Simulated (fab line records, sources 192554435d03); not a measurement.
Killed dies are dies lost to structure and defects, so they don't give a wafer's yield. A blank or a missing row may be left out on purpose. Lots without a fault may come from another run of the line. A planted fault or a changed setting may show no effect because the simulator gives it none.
A struck lot beside a sound one | flow n5_finfet | 15 steps out of a route of 1938
Sound: wafers L314.1, L314.4, L314.6. Struck: wafers L313.2, L313.4, L313.5. The cause comes at the end.
At each step with rows: each side's tool, then ch and its chambers, then its first start. Under that, the readings that differ: sound wafers | struck wafers | difference of the means | sigmas: that difference in standard deviations of wafers without a fault.
alike: readings whose means differ by less than 2 such deviations, and words and numbers that are the same on both sides. not compared: withheld readings, readings that some wafer has no value for, bounds like >300 that may hide the same value, and numbers for which the record gives no deviation and whose values overlap.
The two part at a step that has a row with sigmas, a row that says differs or no value, or rows on one side only. Numbers that don't overlap but have no deviation are shown without sigmas and don't part them. A reading that every wafer of one side lacks parts them only if that side has two wafers or more.

N5_BEOL_M8_CURE_75: cures SiCOH lowk, time 120 s.
  sound on uv_cure-03 ch 1, day 12 07:18; struck on uv_cure-02 ch 1, day 12 02:55
  alike: lamp_power_pct, wafer_temp_C_max
then, 2 steps without rows for these wafers: N5_BEOL_M8_DEGAS_44 (time 60 s); N5_BEOL_M8_PRE_CLEAN_45 (time 30 s).
N5_BEOL_M8_ALD_77: deposits TaN, target thk 2 nm, pulse time 2 s, purge time 3 s.
  sound on ald_metal-04 ch 1,2, day 12 08:26; struck on ald_metal-02 ch 0,2, day 12 03:27
  alike: heater_power_w
N5_BEOL_M8_SURFACE_TREAT_79:
  sound on pvd_sputter-01, day 12 08:52; struck on pvd_sputter-01, day 12 03:50
  not compared: throttle_valve_pct
then, 3 steps without rows for these wafers: N5_BEOL_M8_CVD_78 (deposits Co from CCTBA/H2, target thk 2 nm, time 142.3 s); N5_BEOL_M8_SPUTTER_48 (material Cu, target thk 10 nm, time 1.667 s); N5_BEOL_M8_ECD_50 (material Cu, target thk 300 nm).
N5_BEOL_M8_ANNEAL_51: time 90 s.
  sound on rtp_anneal-01 ch 0, day 12 09:30; struck on rtp_anneal-01 ch 0, day 12 04:18
  alike: wafer_temp_C_max
N5_BEOL_M8_CMP_52: polishes, stops on SiCOH lowk, t overpolish 6.9 s, target thk 80 nm.
  sound on cmp-03 ch 1,2, day 12 09:48; struck on cmp-04 ch 0,1,3, day 12 04:36
  alike: barrier_field_endpoint_s, head_pressure_psi, motor_current_A, overpolish_run_s, time_to_endpoint_s
N5_BEOL_M8_THK_MEAS_53: measures by xrf.
  sound on film_metro-01, day 12 10:05; struck on film_metro-01, day 12 04:52
  alike: M8_THK
then, 1 step without rows for these wafers: N5_BEOL_M8_PRE_CLEAN_55 (time 15 s).
N5_BEOL_M8_DEP_56: deposits SiCN from 3MS/NH3, target thk 10 nm, time 17.5 s.
  sound on pecvd-03 ch 0,1, day 12 10:10; struck on pecvd-04 ch 0,1,2, day 12 05:07
  alike: showerhead_plenum_p_Torr, throttle_valve_pct
N5_BEOL_M8_RS_MEAS_57: measures by four-point-probe.
  sound on film_metro-02, day 12 10:13; struck on film_metro-01, day 12 05:11
  alike: M8_RS
-- the record jumps here: 3 days lie between the struck wafers' starts before and after (it left off in module BEOL_M8 and takes up again in module PASSIVATION, whose first step shown is number 1936 of the route) --
N5_PASSIVATION_PROBE_49:
  sound on prober-01, day 15 06:34; struck on prober-01, day 14 22:02
  alike: defect_limited_yield, killed_at_M0_to_M3, killed_at_M4_up, killed_at_contacts, killed_at_front_end, killed_at_other, killed_dies, killed_open, killed_short, sort_bin_5_function, sort_bin_6_memory, sort_n_pass, sort_yield_pct

WHERE THEY PART
Nowhere in this record.

WHY: what the simulator had put in
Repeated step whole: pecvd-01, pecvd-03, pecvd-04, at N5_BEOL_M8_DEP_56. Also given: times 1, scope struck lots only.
